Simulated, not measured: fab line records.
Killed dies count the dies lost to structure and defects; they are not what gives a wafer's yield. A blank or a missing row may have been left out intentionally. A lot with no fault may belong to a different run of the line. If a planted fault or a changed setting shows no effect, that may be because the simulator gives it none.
Which tool was responsible? | flow n5-finfet | 12 lots, 32 wafers sampled, at 4 steps of a route of 1938

## WHAT EACH GAUGE READ, for each wafer
N5_MIM_TOP_LITHO_INSPECT_12: inspects for defects (macro).
lot  | measured     | on                | raw-defect-count
L103 | day 11 22:31 | defect-inspect-01 | 1 3 2
L105 | day 12 01:22 | defect-inspect-02 | 2 2 1
L104 | day 12 12:01 | defect-inspect-02 | 2 2
L106 | day 12 19:05 | defect-inspect-02 | 1 3 4
L107 | day 13 00:11 | defect-inspect-02 | 3 2 2
L108 | day 14 01:28 | defect-inspect-01 | 1 1 2
L110 | day 14 02:44 | defect-inspect-02 | 0 2
L111 | day 14 05:01 | defect-inspect-02 | 1 2
L112 | day 14 10:53 | defect-inspect-02 | 2 5
L109 | day 14 11:09 | defect-inspect-01 | 3 4 2
L114 | day 15 02:13 | defect-inspect-01 | 2 3 0
L125 | day 18 03:45 | defect-inspect-02 | 2 3 2

N5_MIM_BOT_LITHO_CD_MEAS_08: target cd 3000 nm.
lot  | measured     | on        | cd-nm (nm)
L103 | day 11 23:11 | cd-sem-01 | 2997.2 3004.0 3000.5
L105 | day 12 02:17 | cd-sem-03 | 2998.4 2999.0 2999.9
L104 | day 12 12:57 | cd-sem-02 | 2999.2 2999.1
L106 | day 12 20:01 | cd-sem-03 | 2999.6 3000.7 3002.2
L107 | day 13 01:05 | cd-sem-01 | 3000.1 2998.4 2998.7
L108 | day 14 02:11 | cd-sem-01 | 2996.4 3000.6 2999.0
L110 | day 14 03:28 | cd-sem-01 | 3000.8 2998.5
L111 | day 14 06:26 | cd-sem-03 | 3002.6 3000.0
L112 | day 14 11:34 | cd-sem-02 | 2997.7 3002.8
L109 | day 14 12:13 | cd-sem-03 | 2999.6 3001.0 3002.7
L114 | day 15 03:03 | cd-sem-03 | 2995.8 2997.2 3000.2
L125 | day 18 04:28 | cd-sem-03 | 2999.6 3003.0 3003.0

## WHICH TOOL RAN EACH LOT (tool, then ch and the chambers of the sampled wafers, then the start)
lot  | N5_MIM_TOP_ETCH_ETCH_00           | N5_MIM_TOP_ETCH_PECVD_03
L103 | rie-metal-03 ch 0,1, day 11 22:38 | pecvd-01 ch 0,1,2, day 11 22:50
L105 | rie-metal-02 ch 1, day 12 01:29   | pecvd-02 ch 0,1,2, day 12 01:49
L104 | rie-metal-02 ch 1, day 12 12:08   | pecvd-04 ch 0,2, day 12 12:28
L106 | rie-metal-02 ch 0,1, day 12 19:17 | pecvd-02 ch 0,1,2, day 12 19:32
L107 | rie-metal-01 ch 0,1, day 13 00:25 | pecvd-01 ch 0,1,2, day 13 00:37
L108 | rie-metal-01 ch 0, day 14 01:36   | pecvd-04 ch 0,2, day 14 01:50
L110 | rie-metal-01 ch 1, day 14 02:53   | pecvd-04 ch 1,2, day 14 03:08
L111 | rie-metal-02 ch 0,1, day 14 05:46 | pecvd-04 ch 0,1, day 14 06:05
L112 | rie-metal-01 ch 0, day 14 11:03   | pecvd-04 ch 1,2, day 14 11:14
L109 | rie-metal-01 ch 0,1, day 14 11:32 | pecvd-01 ch 0,1, day 14 11:44
L114 | rie-metal-01 ch 0,1, day 15 02:21 | pecvd-02 ch 0,1, day 15 02:34
L125 | rie-metal-02 ch 0,1, day 18 03:52 | pecvd-02 ch 0,1, day 18 04:07
- N5_MIM_TOP_ETCH_ETCH_00: etches TiN in Cl2/BCl3, target depth 38.5 nm.
- N5_MIM_TOP_ETCH_PECVD_03: deposits SiNx from SiH4/NH3/N2, target thk 20 nm, time 17.6 s.

## AS READ BY THE TOOLS THEMSELVES (means over the sampled wafers that have a number; for cases with no such wafer, the mark the record gives instead)
N5_MIM_TOP_ETCH_ETCH_00.
lot  | tool         | bias-w (W) | drypump-motor-current-A (A) | mfc-cl2-sccm (sccm) | oes-product-au (a.u.) | throttle-valve-pct (%)
L103 | rie-metal-03 | 125.6      | 5.7                         | 53.23               | 0.75                  | 22.81
L105 | rie-metal-02 | 125.8      | 6.3                         | 53.03               | 0.87                  | 22.61
L104 | rie-metal-02 | 125.9      | 6.3                         | 53.43               | 0.86                  | 22.62
L106 | rie-metal-02 | 125.7      | 5.6                         | 53.22               | 0.86                  | 22.53
L107 | rie-metal-01 | 125.9      | 5.9                         | 53.27               | 0.90                  | 22.39
L108 | rie-metal-01 | 126.1      | 6.0                         | 53.26               | 0.93                  | 22.25
L110 | rie-metal-01 | 126.2      | 5.7                         | 53.02               | 0.82                  | 22.69
L111 | rie-metal-02 | 125.8      | 5.8                         | 53.31               | 0.85                  | 22.56
L112 | rie-metal-01 | 126.2      | 6.1                         | 53.16               | 0.92                  | 22.25
L109 | rie-metal-01 | 126.3      | 5.8                         | 53.13               | 0.86                  | 22.55
L114 | rie-metal-01 | 124.1      | 5.8                         | 53.29               | 0.83                  | 22.56
L125 | rie-metal-02 | 125.9      | 5.9                         | 53.10               | 0.82                  | 22.60

N5_MIM_TOP_ETCH_PECVD_03.
lot  | tool     | heater-power-w (W) | showerhead-plenum-p-Torr (Torr) | throttle-valve-pct (%)
L103 | pecvd-01 | 772                | 5.15                            | 39.6
L105 | pecvd-02 | 719                | 5.16                            | 39.7
L104 | pecvd-04 | 944                | 5.14                            | 40.8
L106 | pecvd-02 | 648                | 5.17                            | 39.6
L107 | pecvd-01 | 779                | 5.16                            | 39.6
L108 | pecvd-04 | 837                | 5.14                            | 42.3
L110 | pecvd-04 | 870                | 5.08                            | 40.8
L111 | pecvd-04 | 912                | 5.10                            | 44.0
L112 | pecvd-04 | 902                | 5.09                            | 41.0
L109 | pecvd-01 | 644                | 5.15                            | 40.4
L114 | pecvd-02 | 681                | 5.12                            | 42.1
L125 | pecvd-02 | 684                | 5.13                            | 41.5

## THE ANSWER, worked out from the rows above alone
Rule: usual is defined by the lots themselves. Put in order of their means at a reading, lots are off if they are a third of the lots or fewer, leave a main group of 4 or more, and stand apart from it by a gap of 3 or more times the standard deviation of the main group's means; of several such gaps the widest counts. A main group whose means are all the same, to the digits that the tables above print for the reading, isn't used. Also off: a lot with no number at a reading for which 4 or more lots have one. All remaining lots with rows at the step are treated as sound. First the gauges in route order, then the tools' own readings, where a lot's mean is used as printed above. At the first step where some lot is off, the reading lying furthest off is the one used; lots without a number count as furthest.
Off, at N5_MIM_TOP_ETCH_ETCH_00 on bias-w: L114. Main group: mean 125.9 W, sd 0.21.
If a tool, at that step or one of the process steps before it, ran each lot that is off and ran no sound lot following the first of them, it fits. One fits: N5_MIM_TOP_ETCH_ETCH_00 on rie-metal-01. Its last sound lot is L109 (day 14 11:32), its first lot that is off L114 (day 15 02:21): a fault that began between those two fits.
On the lots that are off, the tool's own readings at N5_MIM_TOP_ETCH_ETCH_00 differ by more than 5 times the standard deviation of the sound lots' means, which bears it out; bias-w reads 124.1 W there versus 125.9 W on the sound lots.

## WHAT HAD BEEN PUT IN BY THE SIMULATOR
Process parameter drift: rie-metal-01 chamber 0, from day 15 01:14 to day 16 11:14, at N5_MIM_TOP_ETCH_ETCH_00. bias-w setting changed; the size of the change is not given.
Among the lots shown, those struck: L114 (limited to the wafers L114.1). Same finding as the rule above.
